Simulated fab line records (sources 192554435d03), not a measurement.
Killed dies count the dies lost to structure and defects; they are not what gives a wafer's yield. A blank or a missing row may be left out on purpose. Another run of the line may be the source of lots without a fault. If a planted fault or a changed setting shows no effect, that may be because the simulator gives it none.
Which tool was responsible? / flow n5_finfet / 11 lots with 31 wafers sampled at 2 steps, on a route of 1938 steps

WHAT THE GAUGES READ, wafer by wafer
N5_PASSIVATION_CD_MEAS_10 targets a cd of 3000 nm.
lot=L403; measured=day 13 12:25; on=cd_sem-01; cd_nm (nm)=3003.5 3001.3 2997.0
lot=L404; measured=day 13 12:16; on=cd_sem-02; cd_nm (nm)=2996.8 2999.3 2994.1
lot=L407; measured=day 13 17:13; on=cd_sem-02; cd_nm (nm)=2997.6 2998.8 2998.6
lot=L411; measured=day 15 02:55; on=cd_sem-01; cd_nm (nm)=2997.5 2997.4 2998.8
lot=L412; measured=day 15 06:46; on=cd_sem-01; cd_nm (nm)=2999.7 2999.1 3001.0
lot=L413; measured=day 16 10:52; on=cd_sem-03; cd_nm (nm)=3000.0 3002.8 3000.5
lot=L415; measured=day 16 22:37; on=cd_sem-02; cd_nm (nm)=2999.7 3000.1 2997.3
lot=L420; measured=day 18 01:16; on=cd_sem-03; cd_nm (nm)=2996.0 2995.7 2998.3
lot=L422; measured=day 18 14:43; on=cd_sem-02; cd_nm (nm)=2999.5 2999.4
lot=L423; measured=day 18 15:34; on=cd_sem-01; cd_nm (nm)=2998.5 2999.5
lot=L424; measured=day 18 15:44; on=cd_sem-03; cd_nm (nm)=3003.1 2997.8 2996.7

WHAT TOOL EACH LOT RAN ON (gives the tool, then ch and the chambers of the sampled wafers, and finally the start)
lot=L403; N5_PMOS_HMC_CHANNEL_EPI_ETCH_32=rie_diel-03 ch 0,2,3, day 1 23:22
lot=L404; N5_PMOS_HMC_CHANNEL_EPI_ETCH_32=rie_diel-01 ch 0,1, day 2 05:40
lot=L407; N5_PMOS_HMC_CHANNEL_EPI_ETCH_32=rie_diel-04 ch 0,1,3, day 2 23:21
lot=L411; N5_PMOS_HMC_CHANNEL_EPI_ETCH_32=rie_diel-03 ch 0,2, day 3 23:49
lot=L412; N5_PMOS_HMC_CHANNEL_EPI_ETCH_32=rie_diel-03 ch 0,3, day 4 06:04
lot=L413; N5_PMOS_HMC_CHANNEL_EPI_ETCH_32=rie_diel-03 ch 1,2, day 4 11:47
lot=L415; N5_PMOS_HMC_CHANNEL_EPI_ETCH_32=rie_diel-03 ch 1,2,3, day 4 23:23
lot=L420; N5_PMOS_HMC_CHANNEL_EPI_ETCH_32=rie_diel-01 ch 1,2,3, day 6 06:13
lot=L422; N5_PMOS_HMC_CHANNEL_EPI_ETCH_32=rie_diel-04 ch 1,2, day 6 17:30
lot=L423; N5_PMOS_HMC_CHANNEL_EPI_ETCH_32=rie_diel-01 ch 0,1, day 6 23:37
lot=L424; N5_PMOS_HMC_CHANNEL_EPI_ETCH_32=rie_diel-03 ch 0,2,3, day 7 05:36
- N5_PMOS_HMC_CHANNEL_EPI_ETCH_32: etches BARC in N2/H2, stops on SiO2, target depth 85.8 nm, time 50.3 s.

THE ANSWER, worked out from the rows above alone
Rule: what is usual is taken from the lots themselves. The widest of any qualifying gaps counts: lots, ordered by their means at a reading, are off when they make up no more than a third of the lots, leave a main group of 4 or more, and stand apart from it by 3 or more times the standard deviation of that group's means. A main group is skipped when, at the precision printed for the reading in the tables above, its means are all equal. A lot without any number at a reading at which 4 lots or more have one is off too. Any other lot the step has rows for is counted as sound.
Nothing can be told from this: no lot is off at any reading shown.

WHAT THE SIMULATOR HAD INSERTED
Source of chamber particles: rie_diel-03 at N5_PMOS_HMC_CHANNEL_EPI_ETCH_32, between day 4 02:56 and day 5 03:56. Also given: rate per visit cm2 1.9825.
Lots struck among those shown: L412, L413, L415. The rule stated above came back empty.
